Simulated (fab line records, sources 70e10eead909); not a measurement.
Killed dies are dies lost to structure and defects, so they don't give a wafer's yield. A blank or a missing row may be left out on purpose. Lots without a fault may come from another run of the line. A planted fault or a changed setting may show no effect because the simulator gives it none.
fab line records | flow nand_harc | part 2 of 2: steps 5 to 6 of 6
record lots=24 wafers=72 last_day=33
route steps=1302 shown P_M0@268 P_M1@317 P_M2@331 P_BONDPAD@371 A_ZERO_WELL@404
lots that met no fault: from a run of the same line without faults
start_h: hours from the record's first day to the start of the lot's first wafer shown | wait_h: hours since the lot's step before | " the same as in the row above | L1.1+2: a row that stands for several wafers | - no value, or no start given | * or withheld: withheld | < > ~ a bound
route shown NAME@n: a module of which the file shows steps, and the number in the route of the first | usual: mean/standard deviation of fault-free wafers | same: alike in all rows | chamber/n: place in a boat | sites: the reading at each site | _std_site: their standard deviation | _edge_site: outer sites' mean less inner sites' | radius_mm: how far each site lies from the wafer's centre | mask NAME#n: copy n | behind: the tool/chamber that last shaped the wafer | hold: why the lot was held/for how many hours/how that ended | device: the transistor (n, p or np) that didn't switch | end of line: the same wafers' tests at the end of the route | a step without rows: its recipe alone | killed: dies lost to structure and defects at the first sort, not the wafer's yield | map: a wafer's dies, x killed, . not, _ none there
set.NAME: the setting as run; set.NAME@STEP: as run at that earlier step | model.NAME: the simulator's own value behind a step, which no gauge read
steps of the route over a sample of lots; a table a step, a row a wafer
services: from which hour (start_h, from the record's first day; less than 0 if before it) a tool's chamber was out of use, for how many hours, and why
## steps
# step NHARC_P_BONDPAD_STRIP_15
# recipe o2_flow_sccm=500 ar_flow_sccm=0 bias_w=0 chemistry=O2
# usual drypump_motor_current_A=5.7/0.32 oes_product_au=0.997/0.012 rf_vpp_V=58.0/0.93 showerhead_plenum_p_Torr=3.61/0.15 throttle_valve_pct=17.037/0.009
# columns lot.wafer tool chamber start_h wait_h drypump_motor_current_A oes_product_au rf_hours_counter_h rf_vpp_V showerhead_plenum_p_Torr throttle_valve_pct
L074.1 rie_diel-12 0 145.66 0.1 6.2 1.012 0.5 58.2 3.70 17.039
L074.4 " 2 " " 5.1 1.006 0.6 57.3 3.73 17.039
L074.6 " 0 " " 6.2 1.000 - 59.0 3.70 17.033
L075.2 rie_diel-12 1 150.83 0.1 5.6 1.003 0.6 57.4 3.37 17.039
L075.5 " 2 " " 5.1 1.002 - 58.1 3.73 17.021
L075.6 " 3 " " 5.7 0.999 - 58.6 3.76 17.038
L076.2 rie_diel-12 2 163.98 0.1 5.1 1.008 0.9 57.1 3.73 17.049
L076.5 " 3 " " 5.7 0.996 - 58.4 3.76 17.050
L076.6 " 0 " " 6.2 1.007 - 59.4 3.70 17.017
L077.2 rie_diel-12 3 171.46 0.1 5.7 0.991 1.4 57.4 3.76 17.032
L077.4 " 1 " " 5.6 1.000 1.4 56.5 3.37 17.048
L077.6 " 3 " " 5.7 0.991 - 57.8 3.76 17.033
L078.4 rie_diel-10 2 182.70 0.1 5.7 0.981 5.6 59.0 3.53 17.016
L078.3 " 0 " " 5.8 0.995 5.2 57.6 3.75 17.031
L078.6 " 2 " " 5.7 0.976 - 58.4 3.53 17.048
L079.3 rie_diel-10 3 183.77 0.1 5.5 0.996 5.3 57.4 3.77 17.032
L079.2 " 0 " " 5.8 0.984 5.3 57.6 3.75 17.041
L079.1 " 2 " " 5.7 0.982 5.6 59.0 3.53 17.030
L080.3 rie_diel-01 3 193.06 0.1 5.3 0.994 11.1 56.6 3.70 17.039
L080.1 " 1 " " 6.2 1.005 9.8 56.9 3.39 17.048
L080.5 " 0 " " 5.8 0.999 - 58.9 3.60 17.039
L081.2 rie_diel-12 0 210.29 0.1 6.2 1.004 2.0 57.6 3.70 17.040
L081.3 " 2 " " 5.1 1.011 2.4 59.4 3.73 17.062
L081.5 " 1 " " 5.6 0.996 - 57.7 3.37 17.039
L082.2 rie_diel-01 3 213.31 0.1 5.3 0.991 0.0 57.7 3.70 17.052
L082.1 " 2 " " 5.3 0.993 0.0 56.9 3.41 17.027
L082.5 " 3 " " 5.3 0.988 - 59.6 3.70 17.028
L083.2 rie_diel-10 0 233.60 0.1 5.8 0.987 7.8 58.9 3.75 17.023
L083.4 " 2 " " 5.7 0.978 8.2 58.3 3.52 17.034
L083.5 " 0 " " 5.8 0.984 - 58.3 3.75 17.048
L084.3 rie_diel-10 0 237.02 0.1 5.7 0.981 8.0 58.8 3.75 17.044
L084.1 " 2 " " 5.7 0.981 8.5 57.2 3.52 17.038
L084.6 " 3 " " 5.4 0.994 - 58.8 3.77 17.039
L085.1 rie_diel-01 0 249.66 0.1 5.9 1.015 1.8 57.0 3.60 17.046
L085.4 " 2 " " 5.3 0.998 2.3 57.6 3.41 17.042
L085.2 " 3 " " 5.2 1.002 1.8 58.9 3.70 17.020
L086.3 rie_diel-01 1 253.51 0.1 6.2 0.991 1.5 56.7 3.39 17.026
L086.1 " 2 " " 5.3 0.986 2.4 58.4 3.41 17.029
L086.4 " 3 " " 5.3 1.000 1.9 59.0 3.70 17.035
L087.1 rie_diel-10 3 275.15 0.1 5.4 0.983 1.0 58.5 3.77 17.030
L087.4 " 2 " " 5.7 0.971 0.9 56.9 3.52 17.031
L087.6 " 3 " " 5.4 0.983 - 58.9 3.77 17.038
L088.2 rie_diel-01 0 287.32 0.1 5.9 1.009 2.9 58.5 3.60 17.048
L088.1 " 1 " " 6.2 0.985 2.5 58.4 3.39 17.033
L088.5 " 0 " " 5.9 1.008 - 57.7 3.60 17.031
L089.3 rie_diel-12 3 293.30 0.1 5.7 0.971 0.2 56.9 3.76 17.050
L089.1 " 0 " " 6.2 1.007 0.2 58.9 3.70 17.031
L089.6 " 3 " " 5.8 0.969 - 60.0 3.76 17.047
L090.2 rie_diel-01 3 312.20 0.1 5.3 0.998 5.0 58.5 3.70 17.029
L090.3 " 0 " " 5.8 1.010 4.7 59.1 3.60 17.041
L090.6 " 1 " " 6.2 1.000 - 57.0 3.39 17.024
L091.3 rie_diel-10 0 314.04 0.1 5.8 0.998 3.7 57.1 3.74 17.059
L091.1 " 1 " " 5.7 0.996 3.4 56.4 3.47 17.034
L091.2 " 3 " " 5.4 0.995 3.6 58.2 3.77 17.034
L092.4 rie_diel-10 2 321.28 0.1 5.7 0.977 3.4 58.4 3.52 17.040
L092.5 " 2 " " 5.7 0.974 - 56.8 3.52 17.029
L092.6 " 3 " " 5.4 0.994 - 58.6 3.77 17.025
L093.3 rie_diel-12 0 329.05 0.1 6.3 0.994 1.1 56.4 3.70 17.033
L093.2 " 3 " " 5.7 0.971 1.2 58.6 3.76 17.033
L093.6 " 0 " " 6.2 0.996 - 58.4 3.70 17.034
L095.3 rie_diel-10 3 350.69 0.1 5.4 1.006 5.0 57.8 3.77 17.038
L095.6 " 2 " " 5.7 0.992 - 56.7 3.52 17.037
L095.5 " 3 " " 5.4 1.003 - 59.3 3.77 17.029
L094.3 rie_diel-12 1 351.03 0.1 5.6 1.012 1.9 57.8 3.37 17.045
L094.1 " 3 " " 5.7 0.984 1.8 58.0 3.76 17.042
L094.4 " 0 " " 6.2 1.005 1.8 58.3 3.69 17.029
L096.2 rie_diel-12 0 352.73 0.1 6.2 1.005 1.8 57.9 3.69 17.033
L096.4 " 1 " " 5.6 1.017 2.0 55.7 3.37 17.037
L096.3 " 2 " " 5.1 1.036 2.0 57.8 3.73 17.033
L097.1 rie_diel-10 3 365.30 0.1 5.4 0.987 5.9 58.6 3.77 17.038
L097.2 " 0 " " 5.8 1.008 6.1 58.0 3.74 17.050
L097.5 " 0 " " 5.8 1.005 - 57.5 3.74 17.049
# step NHARC_A_ZERO_WELL_ETCH_19
# recipe target_depth_a=800 overetch_a=240 time_s=87.88 ion_energy_ev=200 n2_flow_sccm=150 h2_flow_sccm=150 ar_flow_sccm=0 rf_w=400 bias_w=150 chemistry=N2/H2
# usual drypump_motor_current_A=5.8/0.58 h2_flow_sccm=149.9/0.46 n2_flow_sccm=150.0/0.46 oes_product_au=0.999/0.016 rf_vpp_V=428.8/2.4 showerhead_plenum_p_Torr=1.97/0.082 throttle_valve_pct=14.170/0.0086
# columns lot.wafer tool chamber start_h wait_h drypump_motor_current_A h2_flow_sccm n2_flow_sccm oes_product_au rf_hours_counter_h rf_vpp_V showerhead_plenum_p_Torr throttle_valve_pct
L074.4 rie_diel-13 2 149.36 0.1 6.7 150.3 150.7 1.010 4 431.9 2.04 14.169
L074.1 " 3 " " 6.1 149.2 150.0 0.983 5 427.8 1.91 14.180
L074.6 " 1 " " 5.0 148.9 150.6 1.016 - 426.5 1.90 14.151
L075.2 rie_diel-13 3 154.36 0.1 6.0 149.8 150.4 0.994 5 426.9 1.91 14.159
L075.5 " 3 " " 6.0 149.9 149.8 0.993 - 427.8 1.91 14.171
L075.6 " 0 " " 6.1 150.2 150.0 0.985 - 429.8 1.97 14.186
L076.2 rie_diel-04 0 167.55 0.1 6.1 149.5 150.4 0.981 25 427.9 1.94 14.182
L076.5 " 0 " " 6.1 149.5 150.8 0.990 - 429.2 1.94 14.164
L076.6 " 1 " " 6.2 149.1 150.3 0.996 - 432.9 2.16 14.167
L077.2 rie_diel-13 1 175.08 0.1 5.0 149.6 149.4 1.017 0 427.6 1.90 14.160
L077.4 " 2 " " 6.7 149.5 149.9 1.021 0 430.1 2.04 14.165
L077.6 " 0 " " 6.1 150.5 149.8 0.996 - 428.0 1.97 14.188
L078.3 rie_diel-02 2 186.66 0.1 5.9 149.8 149.2 0.989 49 433.1 2.14 14.165
L078.6 " 1 " " 5.6 149.5 149.7 1.011 - 426.8 1.90 14.173
L078.4 " 2 " " 5.9 150.0 149.5 0.990 - 432.5 2.14 14.176
L079.3 rie_diel-04 3 187.82 0.1 4.8 149.9 149.8 1.013 0 429.5 1.96 14.163
L079.2 " 0 " " 6.1 149.4 150.6 1.008 0 428.1 1.94 14.181
L079.1 " 1 " " 6.2 149.7 149.8 0.995 0 433.5 2.15 14.170
L080.1 rie_diel-04 3 196.78 0.1 4.9 149.9 149.6 1.007 1 428.3 1.96 14.168
L080.3 " 0 " " 6.1 150.0 149.2 1.001 1 427.4 1.94 14.165
L080.5 " 0 " " 6.1 150.4 149.9 1.000 - 429.1 1.94 14.180
L081.2 rie_diel-13 0 214.23 0.1 6.1 149.0 149.7 0.973 1 429.4 1.97 14.171
L081.3 " 1 " " 5.0 150.6 149.3 0.996 1 427.1 1.90 14.172
L081.5 " 1 " " 5.0 150.3 149.7 1.012 - 426.3 1.90 14.164
L082.1 rie_diel-13 3 216.89 0.1 6.0 149.3 149.9 0.977 1 427.2 1.90 14.185
L082.2 " 1 " " 5.0 150.1 150.3 1.010 1 427.8 1.90 14.178
L082.5 " 0 " " 6.1 148.9 150.0 0.978 - 430.1 1.96 14.170
L083.4 rie_diel-13 1 237.37 0.1 5.0 150.4 150.1 1.012 2 426.0 1.90 14.181
L083.2 " 3 " " 6.0 150.0 150.1 0.980 2 425.9 1.91 14.174
L083.5 " 1 " " 5.0 150.0 150.6 1.023 - 426.6 1.90 14.156
L084.3 rie_diel-13 1 240.84 0.1 5.0 150.3 150.0 1.014 2 428.0 1.90 14.180
L084.1 " 2 " " 6.7 149.8 150.5 1.027 2 430.3 2.04 14.168
L084.6 " 1 " " 5.0 150.3 150.1 1.009 - 427.6 1.90 14.175
L085.1 rie_diel-13 2 253.38 0.1 6.7 149.3 150.7 1.024 2 430.8 2.04 14.155
L085.2 " 3 " " 6.1 149.9 149.7 0.973 3 424.9 1.90 14.174
L085.4 " 0 " " 6.1 150.3 150.1 0.979 3 427.3 1.96 14.166
L086.4 rie_diel-13 1 257.13 0.1 5.0 150.0 149.5 1.014 3 426.9 1.90 14.167
L086.1 " 2 " " 6.7 150.1 149.7 1.028 2 432.1 2.04 14.162
L086.3 " 3 " " 6.1 149.9 149.7 0.973 3 425.9 1.90 14.177
L087.4 rie_diel-04 3 278.86 0.1 4.8 149.6 149.9 1.001 11 428.5 1.96 14.162
L087.1 " 2 " " 5.6 149.8 149.3 1.010 9 433.1 2.14 14.182
L087.6 " 3 " " 4.8 150.0 150.7 0.995 - 429.2 1.96 14.163
L088.1 rie_diel-13 1 291.03 0.1 5.1 150.1 150.5 1.006 4 425.9 1.90 14.175
L088.2 " 0 " " 6.1 150.3 149.5 0.979 4 429.0 1.96 14.175
L088.5 " 1 " " 5.0 149.2 150.1 1.005 - 426.3 1.90 14.182
L089.3 rie_diel-04 0 296.99 0.1 6.1 149.8 150.1 1.030 15 427.9 1.94 14.156
L089.1 " 2 " " 5.6 149.5 149.5 1.007 12 434.0 2.14 14.184
L089.6 " 3 " " 4.8 149.9 150.0 1.003 - 428.2 1.96 14.184
L090.2 rie_diel-13 2 317.77 0.1 6.7 149.7 150.6 1.028 5 429.2 2.04 14.167
L090.3 " 0 " " 6.0 150.0 150.3 0.994 5 427.7 1.96 14.175
L090.6 " 2 " " 6.7 149.6 149.9 1.022 - 432.1 2.04 14.163
L091.1 rie_diel-02 0 317.80 0.1 5.8 149.7 149.8 0.997 30 426.5 1.91 14.167
L091.3 " 1 " " 5.6 150.2 150.2 0.996 30 426.8 1.89 14.179
L091.2 " 3 " " 5.3 150.2 150.3 1.018 31 431.1 2.07 14.176
L092.4 rie_diel-13 0 324.84 0.1 6.1 150.3 150.1 0.992 5 428.0 1.96 14.177
L092.6 " 0 " " 6.1 151.2 150.4 0.992 - 428.0 1.96 14.173
L092.5 " 1 " " 5.0 149.6 150.0 1.006 - 426.0 1.90 14.172
L093.3 rie_diel-13 2 332.77 0.1 6.7 149.5 150.0 1.002 5 429.8 2.04 14.176
L093.2 " 0 " " 6.0 150.3 151.3 0.993 5 428.7 1.96 14.168
L093.6 " 3 " " 6.0 149.5 149.7 0.974 - 426.5 1.90 14.168
L095.3 rie_diel-13 0 354.47 0.1 6.1 150.0 149.6 0.993 0 428.3 1.96 14.157
L095.5 " 3 " " 6.0 148.9 150.1 0.989 - 426.6 1.90 14.164
L095.6 " 0 " " 6.1 150.0 149.5 0.986 - 428.6 1.96 14.165
L094.3 rie_diel-13 3 354.72 0.1 6.0 150.5 150.0 0.987 0 427.3 1.90 14.171
L094.1 " 0 " " 6.1 149.6 150.3 0.978 0 428.5 1.96 14.172
L094.4 " 0 " " 6.0 149.6 150.1 0.992 - 428.7 1.96 14.163
L096.3 rie_diel-02 1 356.37 0.1 5.6 149.1 150.0 0.979 43 426.5 1.88 14.174
L096.2 " 2 " " 5.9 149.5 151.3 0.996 47 434.9 2.12 14.157
L096.4 " 3 " " 5.2 150.6 150.0 1.012 46 430.4 2.06 14.178
L097.2 rie_diel-04 2 369.04 0.1 5.6 150.0 149.8 0.985 1 433.6 2.14 14.169
L097.1 " 1 " " 6.2 149.9 149.1 0.985 1 432.7 2.15 14.172
L097.5 " 2 " " 5.6 150.2 150.1 0.985 - 433.1 2.14 14.170
## services
# columns tool chamber start_h hours kind
rie_diel-10 0 110.00 12.5 repair
rie_diel-10 - 110.97 12.2 repair
pecvd-01 - 130.08 13.0 pm
rie_diel-11 2 141.27 6.0 repair
rie_diel-11 0 141.80 5.3 repair
rie_diel-13 2 175.56 2.4 repair
rie_diel-04 - 177.90 9.0 pm
rie_diel-04 1 194.10 2.2 repair
pecvd-01 2 195.37 4.4 repair
pecvd-01 2 211.66 7.9 repair
pecvd-01 - 214.50 0.7 repair
pecvd-01 1 221.56 54.0 repair
rie_diel-04 - 225.55 11.8 repair
rie_diel-04 2 240.65 8.9 repair
rie_diel-13 - 255.65 1.1 repair
rie_diel-04 - 260.25 0.3 repair
pecvd-01 2 260.26 167.5 repair
pecvd-01 - 276.26 1.3 repair
pecvd-01 1 278.56 8.9 repair
pecvd-01 - 311.14 13.0 pm
rie_diel-04 3 324.92 12.1 repair
pecvd-01 - 335.16 6.4 repair
rie_diel-13 - 342.01 9.0 pm
rie_diel-04 - 354.90 9.0 pm
